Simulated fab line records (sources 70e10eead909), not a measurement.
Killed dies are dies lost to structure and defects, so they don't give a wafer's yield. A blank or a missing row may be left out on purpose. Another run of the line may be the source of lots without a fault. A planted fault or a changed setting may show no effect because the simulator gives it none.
Chamber matching || flow nand harc || NHARC_P_GATE_STRIP_101 on rie diel-03: 4 sister chambers
The step strips in O2, time 20 s. 8 wafers are shown with their chamber, then 8 later ones without.

WAFERS WITH THEIR CHAMBER
{"wafer": "L493.1", "chamber": 0, "showerhead plenum p Torr (Torr)": 3.45, "drypump motor current A (A)": 5.8}
{"wafer": "L493.5", "chamber": 1, "showerhead plenum p Torr (Torr)": 3.78, "drypump motor current A (A)": 5.4}
{"wafer": "L498.1", "chamber": 2, "showerhead plenum p Torr (Torr)": 3.57, "drypump motor current A (A)": 5.8}
{"wafer": "L498.6", "chamber": 2, "showerhead plenum p Torr (Torr)": 3.57, "drypump motor current A (A)": 5.8}
{"wafer": "L500.1", "chamber": 3, "showerhead plenum p Torr (Torr)": 3.38, "drypump motor current A (A)": 6.5}
{"wafer": "L500.2", "chamber": 1, "showerhead plenum p Torr (Torr)": 3.77, "drypump motor current A (A)": 5.4}
{"wafer": "L500.6", "chamber": 3, "showerhead plenum p Torr (Torr)": 3.38, "drypump motor current A (A)": 6.5}
{"wafer": "L509.1", "chamber": 0, "showerhead plenum p Torr (Torr)": 3.45, "drypump motor current A (A)": 5.9}

WAFERS WITH NO CHAMBER GIVEN
{"wafer": "L509.3", "showerhead plenum p Torr (Torr)": 3.77, "drypump motor current A (A)": 5.4}
{"wafer": "L509.5", "showerhead plenum p Torr (Torr)": 3.56, "drypump motor current A (A)": 5.8}
{"wafer": "L510.3", "showerhead plenum p Torr (Torr)": 3.77, "drypump motor current A (A)": 5.4}
{"wafer": "L510.5", "showerhead plenum p Torr (Torr)": 3.45, "drypump motor current A (A)": 5.9}
{"wafer": "L510.6", "showerhead plenum p Torr (Torr)": 3.77, "drypump motor current A (A)": 5.4}
{"wafer": "L511.1", "showerhead plenum p Torr (Torr)": 3.56, "drypump motor current A (A)": 5.8}
{"wafer": "L511.5", "showerhead plenum p Torr (Torr)": 3.56, "drypump motor current A (A)": 5.9}
{"wafer": "L511.6", "showerhead plenum p Torr (Torr)": 3.77, "drypump motor current A (A)": 5.4}

WHICH CHAMBER EACH WENT THROUGH
{"wafer": "L509.3", "from the rows above": 1, "in truth": 1}
{"wafer": "L509.5", "from the rows above": 2, "in truth": 2}
{"wafer": "L510.3", "from the rows above": 1, "in truth": 1}
{"wafer": "L510.5", "from the rows above": 0, "in truth": 0}
{"wafer": "L510.6", "from the rows above": 1, "in truth": 1}
{"wafer": "L511.1", "from the rows above": 2, "in truth": 2}
{"wafer": "L511.5", "from the rows above": 2, "in truth": 2}
{"wafer": "L511.6", "from the rows above": 1, "in truth": 1}
Correctly placed: 8 of 8. From these rows, 0 cannot be placed. Placed wrongly: 0.
How it was worked out, from the rows above alone: a wafer's distance from a chamber is the root of the sum, over the readings, of the square of ((its reading less the chamber's mean) divided by the reading's scatter). If the next closest chamber is less than 2 further off than the closest, the wafer can't be placed; otherwise it belongs to the closest. The mean given for a chamber averages the wafers shown for that chamber. How the scatter is found: for the shown wafers, subtract from each reading the mean of its chamber, square and add these, divide the total by (wafers less chambers), then take the root.
